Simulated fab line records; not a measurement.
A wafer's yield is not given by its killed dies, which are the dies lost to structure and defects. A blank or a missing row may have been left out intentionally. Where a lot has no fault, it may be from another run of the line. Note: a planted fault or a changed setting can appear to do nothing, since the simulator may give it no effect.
fab line records	flow n5-finfet
record: lots: 7	wafers: 21
route steps=1938 shown BEOL_M6@1224 BEOL_M7@1299 BEOL_M8@1335
start-h: the number of hours between the record's first day and the start of the first shown wafer of the lot	wait-h: how many hours have passed since the lot's step before this one	" the same as in the row above	L1.1+2: several wafers, shown together as one row	- no value, or no start given	* or withheld: withheld	< > ~ a bound
route shown NAME@n: NAME is a module with steps in the file, n the number in the route of the first one	usual: the fault-free wafers' mean and standard deviation	same: alike in all rows	chamber/n: place in a boat	sites: per-site readings	_std_site: the values' standard deviation	_edge_site: mean of outer sites minus mean of inner sites	radius-mm: for every site, how far away it sits from the centre of the wafer	mask NAME#n: copy n	behind: the most recent tool/chamber to have shaped the wafer	hold: why the lot was held/for how many hours/how that ended	device: whichever transistor did not switch (one of n, p or np)	end of line: the tests these same wafers got at the end of their route	a step without rows: its recipe alone	killed: the dies lost at the first sort to structure and to defects; this is not the yield of the wafer	map: dies across one wafer; x = killed, . = not, _ = none there
set.NAME: setting as actually run; set.NAME@STEP: the setting as run at that earlier step	model.NAME: the simulator's own value behind a step, which no gauge read
lots whose settings were changed on purpose; a table a step, a row a wafer
== steps ==
step: N5_BEOL_M6_EXPOSE_25
recipe: mask-id: V5	na: 0.33	source-shape: annular	sigma-inner: 0.4	sigma-outer: 0.8	polarization: unpolarized	target-cd-nm: 40	dose-mj: 45
lot.wafer	tool	chamber	start-h	wait-h	mask	set.dose-mj
L074.1+4	euv-scanner-01	0	226.43	-	V5#0	45
L074.5	"	0	"	"	V5#0	46.89
L075.3+4+5	euv-scanner-02	0	226.62	-	V5#0	45
L086.2+3	euv-scanner-01	0	291.56	-	V5#0	47.36
L086.4	"	0	"	"	V5#0	45
L085.2+3	euv-scanner-02	0	294.84	-	V5#0	45
L085.4	"	0	"	"	V5#0	43.93
L089.2	euv-scanner-01	0	320.83	-	V5#0	45
L089.4+5	"	0	"	"	V5#0	48
L095.3+4	euv-scanner-02	0	352.97	-	V5#0	47.82
L095.5	"	0	"	"	V5#0	45
L096.3+5	euv-scanner-01	0	355.01	-	V5#0	42.9
L096.6	"	0	"	"	V5#0	45
step: N5_BEOL_M6_PEB_26
recipe: peb-temp-c: 100	peb-time-s: 60	resist: CAR-EUV
step: N5_BEOL_M6_DEVELOP_27
recipe: develop-time-s: 30	developer: TMAH	resist: CAR-EUV	rinse-liquid: surfactant-rinse	dry: air-spin	dev-temp-c: 23
step: N5_BEOL_M6_CD_MEAS_28
recipe: target-cd-nm: 40	landing-energy-ev: 500	detector: se-inlens
usual: cd-nm: 39.90/0.25
lot.wafer	tool	chamber	start-h	wait-h	set.dose-mj@BEOL_M6_EXPOSE_25	cd-nm
L074.1	cd-sem-01	0	226.57	-	45	40.12
L074.4	"	0	"	"	45	40.11
L074.5	"	0	"	"	46.89	40.77
L075.3	cd-sem-03	0	226.74	-	45	39.90
L075.4	"	0	"	"	45	40.00
L075.5	"	0	"	"	45	40.26
L086.2	cd-sem-01	0	291.69	-	47.36	40.86
L086.3	"	0	"	"	47.36	40.93
L086.4	"	0	"	"	45	40.27
L085.2	cd-sem-01	0	294.97	-	45	39.98
L085.3	"	0	"	"	45	39.96
L085.4	"	0	"	"	43.93	39.25
L089.2	cd-sem-01	0	320.96	-	45	39.89
L089.4	"	0	"	"	48	41.07
L089.5	"	0	"	"	48	41.15
L095.3	cd-sem-02	0	353.09	-	47.82	41.39
L095.4	"	0	"	"	47.82	41.24
L095.5	"	0	"	"	45	39.60
L096.3	cd-sem-02	0	355.13	-	42.9	38.56
L096.5	"	0	"	"	42.9	38.49
L096.6	"	0	"	"	45	39.75
step: N5_BEOL_M6_DESCUM_33
recipe: chemistry: O2	time-s: 7	source-power-w: 50	bias-power-w: 20	pressure-mtorr: 20	rf-frequency-hz: 2.712e+07	temp-c: 40	resist: CAR-EUV	o2-flow-sccm: 225
lot.wafer	tool	chamber	start-h	wait-h	set.dose-mj@BEOL_M6_EXPOSE_25	model.BEOL_M6.cd-nm
L074.1	rie-diel-06	3	226.69	0.0	45	39.8
L074.4	"	3	"	"	45	40
L074.5	"	1	"	"	46.89	41
L075.3	rie-diel-06	0	227.09	0.3	45	40
L075.4	"	0	"	"	45	39.8
L075.5	"	1	"	"	45	40.2
L086.2+3	rie-diel-06	1,3	291.81	0.0	47.36	41
L086.4	"	0	"	"	45	40
L085.2+3	rie-diel-06	1,0	295.09	0.0	45	40
L085.4	"	2	"	"	43.93	39.4
L089.2	rie-diel-03	3	321.22	0.2	45	39.8
L089.4	"	3	"	"	48	41.4
L089.5	"	2	"	"	48	41.2
L095.3	rie-diel-04	1	353.21	0.0	47.82	41.4
L095.4	"	1	"	"	47.82	41.2
L095.5	"	0	"	"	45	39.8
L096.3+5	rie-diel-04	0,1	355.32	0.1	42.9	38.6
L096.6	"	0	"	"	45	39.6
step: N5_BEOL_M6_ETCH_72
recipe: chemistry: N2/H2	target: underlayer	target-depth-a: 65	mask-material: CAR-EUV	time-s: 5.2	ion-energy-ev: 200	pressure-mtorr: 30	source-w: 840	bias-w: 150	n2-flow-sccm: 200	h2-flow-sccm: 200	ends: cleared
lot.wafer	tool	chamber	start-h	wait-h	set.dose-mj@BEOL_M6_EXPOSE_25	model.BEOL_M6.cd-nm
L074.1	rie-diel-06	3	226.72	0.0	45	39.8
L074.4	"	3	"	"	45	40
L074.5	"	1	"	"	46.89	41
L075.3+4	rie-diel-06	0	227.12	0.0	45	40
L075.5	"	1	"	"	45	40.2
L086.2+3	rie-diel-06	1,3	291.85	0.0	47.36	41
L086.4	"	0	"	"	45	40.2
L085.2	rie-diel-06	1	295.13	0.0	45	39.8
L085.3	"	0	"	"	45	40
L085.4	"	2	"	"	43.93	39.4
L089.2	rie-diel-03	3	321.27	0.0	45	39.8
L089.4	"	3	"	"	48	41.4
L089.5	"	2	"	"	48	41.2
L095.3	rie-diel-04	1	353.25	0.0	47.82	41.2
L095.4	"	1	"	"	47.82	41
L095.5	"	0	"	"	45	39.8
L096.3	rie-diel-04	0	355.36	0.0	42.9	38.6
L096.5	"	1	"	"	42.9	38.4
L096.6	"	0	"	"	45	39.6
step: N5_BEOL_M6_ETCH_65
recipe: chemistry: CF4	target: SiARC	target-depth-a: 156	mask-material: CAR-EUV	time-s: 26	ion-energy-ev: 80	pressure-mtorr: 40	source-w: 545	bias-w: 36	Ar_flow_sccm: 100	cf4-flow-sccm: 100	ends: cleared
lot.wafer	tool	chamber	start-h	wait-h	set.dose-mj@BEOL_M6_EXPOSE_25	model.BEOL_M6.cd-nm
L074.1+4	rie-diel-06	3	226.74	0.0	45	39.8
L074.5	"	1	"	"	46.89	41
L075.3+4	rie-diel-06	0	227.14	0.0	45	40
L075.5	"	1	"	"	45	40.2
L086.2+3	rie-diel-06	1,3	291.86	0.0	47.36	41
L086.4	"	0	"	"	45	40.2
L085.2	rie-diel-06	1	295.14	0.0	45	39.8
L085.3	"	0	"	"	45	40
L085.4	"	2	"	"	43.93	39.2
L089.2	rie-diel-03	3	321.30	0.0	45	40
L089.4	"	3	"	"	48	41.6
L089.5	"	2	"	"	48	41.2
L095.3	rie-diel-04	1	353.26	0.0	47.82	41.2
L095.4	"	1	"	"	47.82	41
L095.5	"	0	"	"	45	40
L096.3	rie-diel-04	0	355.37	0.0	42.9	38.6
L096.5	"	1	"	"	42.9	38.4
L096.6	"	0	"	"	45	39.4
step: N5_BEOL_M6_ETCH_66
recipe: chemistry: N2/H2	target: SOC	target-depth-a: 800	overetch-a: 160	mask-material: SiARC	temp-c: 40	time-s: 120	ion-energy-ev: 200	pressure-mtorr: 30	source-w: 840	bias-w: 150	n2-flow-sccm: 200	h2-flow-sccm: 200
step: N5_BEOL_M6_STRIP_69
recipe: chemistry: N2/H2	temp-c: 40	n2-flow-sccm: 200	h2-flow-sccm: 200	rf-frequency-hz: 6e+07
step: N5_BEOL_M6_STRIP_73
recipe: chemistry: N2/H2	temp-c: 40	n2-flow-sccm: 200	h2-flow-sccm: 200	rf-frequency-hz: 6e+07
step: N5_BEOL_M6_VIA_ETCH_34
recipe: chemistry: C4F6/O2	target: SiCOH_lowk	target-depth-a: 1263	mask-material: SOC	taper-deg: 4	time-s: 50.9	ion-energy-ev: 250	pressure-mtorr: 30	source-w: 345	bias-w: 185	Ar_flow_sccm: 300	C4F6_flow_sccm: 10	O2_flow_sccm: 10
lot.wafer	tool	chamber	start-h	wait-h	set.dose-mj@BEOL_M6_EXPOSE_25	model.BEOL_M6.cd-nm
L074.1+4	rie-diel-06	3	226.87	0.0	45	40.2
L074.5	"	1	"	"	46.89	41.2
L075.3	rie-diel-06	0	227.27	0.0	45	40.2
L075.4	"	0	"	"	45	40
L075.5	"	1	"	"	45	40.4
L086.2+3	rie-diel-06	1,3	291.99	0.0	47.36	41.2
L086.4	"	0	"	"	45	40.2
L085.2	rie-diel-06	1	295.27	0.0	45	40
L085.3	"	0	"	"	45	39.8
L085.4	"	2	"	"	43.93	39.2
L089.2	rie-diel-03	3	321.49	0.0	45	40.4
L089.4	"	3	"	"	48	41.8
L089.5	"	2	"	"	48	41.4
L095.3	rie-diel-04	1	353.39	0.0	47.82	41.4
L095.4	"	1	"	"	47.82	41.2
L095.5	"	0	"	"	45	40.4
L096.3	rie-diel-04	0	355.50	0.0	42.9	38.8
L096.5	"	1	"	"	42.9	38.4
L096.6	"	0	"	"	45	39.8
step: N5_BEOL_M7_DESCUM_33
recipe: chemistry: O2	time-s: 7	source-power-w: 50	bias-power-w: 20	pressure-mtorr: 20	rf-frequency-hz: 2.712e+07	temp-c: 40	resist: CAR-EUV	o2-flow-sccm: 225
lot.wafer	tool	chamber	start-h	wait-h	set.time-s	model.CAR-EUV_of_BEOL_M7_COAT_22.thk-nm
L074.1+4	rie-diel-01	1,0	234.02	0.1	7.984	25.6
L074.5	"	0	"	"	7	26
L075.3+4	rie-diel-02	0,1	235.88	0.2	7	26.2
L075.5	"	3	"	"	7	26
L086.2+4	rie-diel-02	0,1	298.55	0.3	6.314	26.6
L086.3	"	3	"	"	6.314	26.4
L085.2+3+4	rie-diel-02	2,0,3	301.88	0.1	7	26
L089.2+4+5	rie-diel-05	2,0,2	330.67	0.0	7.477	25.8
L095.3	rie-diel-02	3	361.02	0.1	5.502	26.6
L095.4	"	0	"	"	7	26.2
L095.5	"	2	"	"	5.502	26.8
L096.3+6	rie-diel-02	0,2	365.14	0.0	7	26
L096.5	"	1	"	"	7.802	25.6
step: N5_BEOL_M7_ETCH_72
recipe: chemistry: N2/H2	target: underlayer	target-depth-a: 65	mask-material: CAR-EUV	time-s: 5.2	ion-energy-ev: 200	pressure-mtorr: 30	source-w: 840	bias-w: 150	n2-flow-sccm: 200	h2-flow-sccm: 200	ends: cleared
lot.wafer	tool	chamber	start-h	wait-h	set.time-s@BEOL_M7_DESCUM_33	model.CAR-EUV_of_BEOL_M7_COAT_22.thk-nm
L074.1+4	rie-diel-01	1,0	234.06	0.0	7.984	19.8
L074.5	"	0	"	"	7	20.4
L075.3+4	rie-diel-02	0,1	235.91	0.0	7	20.4
L075.5	"	3	"	"	7	20.2
L086.2+4	rie-diel-02	0,1	298.59	0.0	6.314	20.8
L086.3	"	3	"	"	6.314	20.6
L085.2	rie-diel-02	2	301.91	0.0	7	20.4
L085.3+4	"	0,3	"	"	7	20.2
L089.2+5	rie-diel-05	2	330.71	0.0	7.477	20.2
L089.4	"	0	"	"	7.477	20
L095.3	rie-diel-02	3	361.05	0.0	5.502	20.8
L095.4	"	0	"	"	7	20.4
L095.5	"	2	"	"	5.502	21
L096.3+6	rie-diel-02	0,2	365.17	0.0	7	20.4
L096.5	"	1	"	"	7.802	20
step: N5_BEOL_M7_ETCH_65
recipe: chemistry: CF4	target: SiARC	target-depth-a: 156	mask-material: CAR-EUV	time-s: 26	ion-energy-ev: 80	pressure-mtorr: 40	source-w: 545	bias-w: 36	Ar_flow_sccm: 100	cf4-flow-sccm: 100	ends: cleared
lot.wafer	tool	chamber	start-h	wait-h	set.time-s@BEOL_M7_DESCUM_33	model.CAR-EUV_of_BEOL_M7_COAT_22.thk-nm
L074.1+4	rie-diel-01	1,0	234.08	0.0	7.984	10.6
L074.5	"	0	"	"	7	11.2
L075.3+4	rie-diel-02	0,1	235.93	0.0	7	11.2
L075.5	"	3	"	"	7	11
L086.2+4	rie-diel-02	0,1	298.60	0.0	6.314	11.6
L086.3	"	3	"	"	6.314	11.4
L085.2	rie-diel-02	2	301.93	0.0	7	11.2
L085.3+4	"	0,3	"	"	7	11
L089.2+4+5	rie-diel-05	2,0,2	330.72	0.0	7.477	10.8
L095.3	rie-diel-02	3	361.07	0.0	5.502	11.8
L095.4	"	0	"	"	7	11.2
L095.5	"	2	"	"	5.502	12
L096.3+6	rie-diel-02	0,2	365.19	0.0	7	11.2
L096.5	"	1	"	"	7.802	10.8
step: N5_BEOL_M7_ETCH_41
recipe: chemistry: CH3F/O2	target: SiCN	target-depth-a: 319	taper-deg: 2	time-s: 57.8	ion-energy-ev: 120	mask-material: TiN	pressure-mtorr: 30	source-w: 395	bias-w: 75	Ar_flow_sccm: 150	CH3F_flow_sccm: 30	O2_flow_sccm: 20
usual: rf-vpp-V: 297.9/1.4
lot.wafer	tool	chamber	start-h	wait-h	set.source-w	rf-vpp-V
L074.1	rie-diel-01	1	-	-	395	298.2
L074.4	"	0	"	"	449.8	284.8
L074.5	"	0	"	"	395	298.6
L075.3	rie-diel-02	0	-	-	395	298.8
L075.4	"	1	"	"	395	297.9
L075.5	"	3	"	"	395	299.2
L086.2	rie-diel-02	0	-	-	395	298.4
L086.3	"	3	"	"	395	300.0
L086.4	"	1	"	"	395	298.2
L085.2	rie-diel-02	2	-	-	395	297.8
L085.3	"	0	"	"	395	298.7
L085.4	"	3	"	"	395	299.8
L089.2	rie-diel-05	2	-	-	395	295.9
L089.4	"	0	"	"	395	298.2
L089.5	"	2	"	"	414.8	289.4
L095.3	rie-diel-02	3	-	-	351.5	310.5
L095.4	"	0	"	"	395	298.9
L095.5	"	2	"	"	351.5	307.5
L096.3	rie-diel-02	0	-	-	395	299.6
L096.5	"	1	"	"	442.1	287.2
L096.6	"	2	"	"	442.1	286.1
step: N5_BEOL_M8_PECVD_70
recipe: material: SiO2	target-thk-a: 200	temp-c: 400	precursor: TEOS/O2	pressure-torr: 5.5	rf-w: 450	teos-flow-sccm: 53.8	gas: O2	flow-sccm: 3000	time-s: 22.7
lot.wafer	tool	chamber	start-h	wait-h	set.time-s	model.SiO2_of_BEOL_M8_PECVD_70.thk-nm
L074.1	pecvd-01	2	237.71	0.0	22.7	20.2
L074.4+5	"	0,1	"	"	22.7	20.4
L075.3+4+5	pecvd-04	2,0,0	240.90	0.1	22.7	20
L086.2	pecvd-03	0	303.67	0.0	22.7	19.8
L086.3	"	2	"	"	21.59	19
L086.4	"	1	"	"	22.7	20.2
L085.2	pecvd-01	0	305.99	0.0	22.7	19.6
L085.3	"	1	"	"	22.7	19.8
L085.4	"	1	"	"	22.7	20
L089.2	pecvd-01	1	334.87	0.0	22.7	19.8
L089.4	"	1	"	"	22.7	20
L089.5	"	2	"	"	22.7	20.4
L095.3	pecvd-03	2	364.80	0.0	22.7	19.4
L095.4+5	"	0,2	"	"	20.85	18.2
L096.3	pecvd-04	1	369.54	0.1	22.7	19.8
L096.5	"	0	"	"	19.6	17
L096.6	"	1	"	"	19.6	17.6
step: N5_BEOL_M8_PEB_09
recipe: peb-temp-c: withheld	peb-time-s: 60	resist: CAR-ArF
lot.wafer	tool	chamber	start-h	wait-h	set.peb-time-s
L074.1	litho-track-05	0	238.79	0.1	60
L074.4+5	"	0	"	"	66.21
L075.3+4+5	litho-track-05	0	241.40	0.0	60
L086.2+4	litho-track-02	0	305.64	0.0	60
L086.3	"	0	"	"	53.56
L085.2+3+4	litho-track-04	0	307.21	0.0	60
L089.2+5	litho-track-05	0	336.38	0.0	60
L089.4	"	0	"	"	53.97
L095.3+4+5	litho-track-04	0	366.84	0.0	60
L096.3+5+6	litho-track-05	0	370.55	0.0	73
step: N5_BEOL_M8_DEVELOP_10
recipe: develop-time-s: 30	developer: TMAH	resist: CAR-ArF	rinse-liquid: diw	dry: air-spin	dev-temp-c: 23
step: N5_BEOL_M8_CD_MEAS_11
recipe: target-cd-nm: 38.5	landing-energy-ev: 500	detector: se-inlens	polarity: opening
usual: cd-nm: 38.6/0.45
lot.wafer	tool	chamber	start-h	wait-h	set.peb-time-s@BEOL_M8_PEB_09	cd-nm
L074.1	cd-sem-01	0	238.86	-	60	38.3
L074.4	"	0	"	"	66.21	40.6
L074.5	"	0	"	"	66.21	40.6
L075.3	cd-sem-02	0	241.47	-	60	39.1
L075.4	"	0	"	"	60	38.1
L075.5	"	0	"	"	60	38.8
L086.2	cd-sem-03	0	305.71	-	60	37.9
L086.3	"	0	"	"	53.56	35.7
L086.4	"	0	"	"	60	38.2
L085.2	cd-sem-02	0	307.27	-	60	38.2
L085.3	"	0	"	"	60	38.1
L085.4	"	0	"	"	60	38.2
L089.2	cd-sem-02	0	336.45	-	60	38.0
L089.4	"	0	"	"	53.97	35.8
L089.5	"	0	"	"	60	39.0
L095.3	cd-sem-03	0	366.91	-	60	37.9
L095.4	"	0	"	"	60	38.4
L095.5	"	0	"	"	60	37.8
L096.3	cd-sem-02	0	370.61	-	73	43.6
L096.5	"	0	"	"	73	43.7
L096.6	"	0	"	"	73	43.5
step: N5_BEOL_M8_DESCUM_16
recipe: chemistry: O2	time-s: 7.9	source-power-w: 50	bias-power-w: 20	pressure-mtorr: 20	rf-frequency-hz: 2.712e+07	temp-c: 40	resist: CAR-ArF	o2-flow-sccm: 225
step: N5_BEOL_M8_ETCH_61
recipe: chemistry: CF4	target: SiARC	target-depth-a: 455	mask-material: CAR-ArF	time-s: 75.8	ion-energy-ev: 80	pressure-mtorr: 40	source-w: 545	bias-w: 36	Ar_flow_sccm: 100	cf4-flow-sccm: 100	ends: cleared
lot.wafer	tool	chamber	start-h	wait-h	set.peb-time-s@BEOL_M8_PEB_09	model.BEOL_M8.cd-offset-nm
L074.1	rie-diel-04	0	238.98	0.0	60	-0.4
L074.4	"	3	"	"	66.21	2
L074.5	"	3	"	"	66.21	2.6
L075.3+5	rie-diel-04	1,3	241.59	0.0	60	0.2
L075.4	"	3	"	"	60	-0.4
L086.2	rie-diel-03	0	305.84	0.0	60	-0.4
L086.3	"	3	"	"	53.56	-2.8
L086.4	"	2	"	"	60	-0.2
L085.2	rie-diel-04	1	307.40	0.0	60	0
L085.3	"	0	"	"	60	-0.2
L085.4	"	1	"	"	60	-0.4
L089.2	rie-diel-06	3	336.57	0.0	60	0
L089.4	"	2	"	"	53.97	-2.8
L089.5	"	1	"	"	60	0.6
L095.3+4	rie-diel-03	1,2	367.03	0.0	60	-0.6
L095.5	"	0	"	"	60	-0.2
L096.3+6	rie-diel-03	1,3	370.81	0.0	73	5.4
L096.5	"	2	"	"	73	5
step: N5_BEOL_M8_ETCH_62
recipe: chemistry: N2/H2	target: SOC	target-depth-a: 1100	overetch-a: 220	mask-material: SiARC	temp-c: 40	time-s: 165	ion-energy-ev: 200	pressure-mtorr: 30	source-w: 840	bias-w: 150	n2-flow-sccm: 200	h2-flow-sccm: 200
lot.wafer	tool	chamber	start-h	wait-h	set.peb-time-s@BEOL_M8_PEB_09	model.BEOL_M8.cd-offset-nm
L074.1	rie-diel-04	0	239.04	0.0	60	-0.4
L074.4	"	3	"	"	66.21	2
L074.5	"	3	"	"	66.21	2.6
L075.3	rie-diel-04	1	241.65	0.0	60	0
L075.4	"	3	"	"	60	-0.4
L075.5	"	3	"	"	60	0.2
L086.2	rie-diel-03	0	305.90	0.0	60	-0.2
L086.3	"	3	"	"	53.56	-2.6
L086.4	"	2	"	"	60	0
L085.2	rie-diel-04	1	307.45	0.0	60	0.2
L085.3	"	0	"	"	60	0
L085.4	"	1	"	"	60	-0.2
L089.2	rie-diel-06	3	336.63	0.0	60	-0.4
L089.4	"	2	"	"	53.97	-2.6
L089.5	"	1	"	"	60	0.6
L095.3+4	rie-diel-03	1,2	367.08	0.0	60	-0.8
L095.5	"	0	"	"	60	-0.4
L096.3	rie-diel-03	1	370.86	0.0	73	5.2
L096.5	"	2	"	"	73	4.8
L096.6	"	3	"	"	73	5.4
step: N5_BEOL_M8_STRIP_68
recipe: chemistry: N2/H2	temp-c: 40	n2-flow-sccm: 200	h2-flow-sccm: 200	rf-frequency-hz: 6e+07
step: N5_BEOL_M8_STRIP_67
recipe: chemistry: CF4	resist: SiARC	power-w: 300	bias-power-w: 75	pressure-mtorr: 50	cf4-flow-sccm: 150	rf-frequency-hz: 6e+07
step: N5_BEOL_M8_HM_OPEN_17
recipe: chemistry: Cl2/BCl3	target-depth-a: 200	overetch-a: 60	target: TiN	mask-material: SOC	ion-energy-ev: 150	pressure-mtorr: 10	icp-w: 1000	bias-w: 126	Cl2_flow_sccm: 53.25	bcl3-flow-sccm: 21.75	Ar_flow_sccm: 25
step: N5_BEOL_M8_STRIP_19
recipe: chemistry: O2	power-w: 400	temp-c: 40	pressure-mtorr: 30	rf-frequency-hz: 6e+07	bias-power-w: 0	overash-fraction: 0.2	o2-flow-sccm: 225
step: N5_BEOL_M8_CD_MEAS_18
recipe: pitch-nm: 80	target-cd-nm: 40
usual: cd-nm: 40.2/0.52
lot.wafer	tool	chamber	start-h	wait-h	set.peb-time-s@BEOL_M8_PEB_09	cd-nm
L074.1	cd-sem-02	-	239.41	0.0	60	39.2
L074.4	"	-	"	"	66.21	42.5
L074.5	"	-	"	"	66.21	42.5
L075.3	cd-sem-01	-	242.11	0.1	60	40.1
L075.4	"	-	"	"	60	39.4
L075.5	"	-	"	"	60	40.1
L086.2	cd-sem-02	-	306.42	0.1	60	39.9
L086.3	"	-	"	"	53.56	37.5
L086.4	"	-	"	"	60	40.0
L085.2	cd-sem-03	-	307.82	0.1	60	39.8
L085.3	"	-	"	"	60	40.2
L085.4	"	-	"	"	60	39.9
L089.2	cd-sem-01	-	337.01	0.1	60	39.6
L089.4	"	-	"	"	53.97	37.6
L089.5	"	-	"	"	60	40.8
L095.3	cd-sem-01	-	367.45	0.1	60	39.8
L095.4	"	-	"	"	60	39.2
L095.5	"	-	"	"	60	39.9
L096.3	cd-sem-03	-	371.51	0.1	73	44.9
L096.5	"	-	"	"	73	45.0
L096.6	"	-	"	"	73	45.0
== key ==
split: step: N5_BEOL_M6_EXPOSE_25	setting: dose-mj	stated: 45	by: wafer
response: step: N5_BEOL_M6_CD_MEAS_28	reading: cd-nm	change: +0.207	per: 1%	r: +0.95
response: step: N5_BEOL_M6_DESCUM_33	reading: model.BEOL_M6.cd-nm	change: +0.226	per: 1%	r: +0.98
response: step: N5_BEOL_M6_ETCH_72	reading: model.BEOL_M6.cd-nm	change: +0.213	per: 1%	r: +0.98
response: step: N5_BEOL_M6_ETCH_65	reading: model.BEOL_M6.cd-nm	change: +0.2	per: 1%	r: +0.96
response: step: N5_BEOL_M6_VIA_ETCH_34	reading: model.BEOL_M6.cd-nm	change: +0.194	per: 1%	r: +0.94
split: step: N5_BEOL_M7_DESCUM_33	setting: time-s	stated: 7	by: wafer
response: step: N5_BEOL_M7_DESCUM_33	reading: model.CAR-EUV_of_BEOL_M7_COAT_22.thk-nm	change: -0.0266	per: 1%	r: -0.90
response: step: N5_BEOL_M7_ETCH_72	reading: model.CAR-EUV_of_BEOL_M7_COAT_22.thk-nm	change: -0.0301	per: 1%	r: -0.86
response: step: N5_BEOL_M7_ETCH_65	reading: model.CAR-EUV_of_BEOL_M7_COAT_22.thk-nm	change: -0.0356	per: 1%	r: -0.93
split: step: N5_BEOL_M7_ETCH_41	setting: source-w	stated: 395	by: wafer
response: step: N5_BEOL_M7_ETCH_41	reading: rf-vpp-V	change: -1.02	per: 1%	r: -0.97
split: step: N5_BEOL_M8_PECVD_70	setting: time-s	stated: 22.7	by: wafer
response: step: N5_BEOL_M8_PECVD_70	reading: model.SiO2_of_BEOL_M8_PECVD_70.thk-nm	change: +0.176	per: 1%	r: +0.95
split: step: N5_BEOL_M8_PEB_09	setting: peb-time-s	stated: 60	by: wafer
response: step: N5_BEOL_M8_CD_MEAS_11	reading: cd-nm	change: +0.236	per: 1%	r: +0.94
response: step: N5_BEOL_M8_ETCH_61	reading: model.BEOL_M8.cd-offset-nm	change: +0.266	per: 1%	r: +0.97
response: step: N5_BEOL_M8_ETCH_62	reading: model.BEOL_M8.cd-offset-nm	change: +0.253	per: 1%	r: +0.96
response: step: N5_BEOL_M8_CD_MEAS_18	reading: cd-nm	change: +0.265	per: 1%	r: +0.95
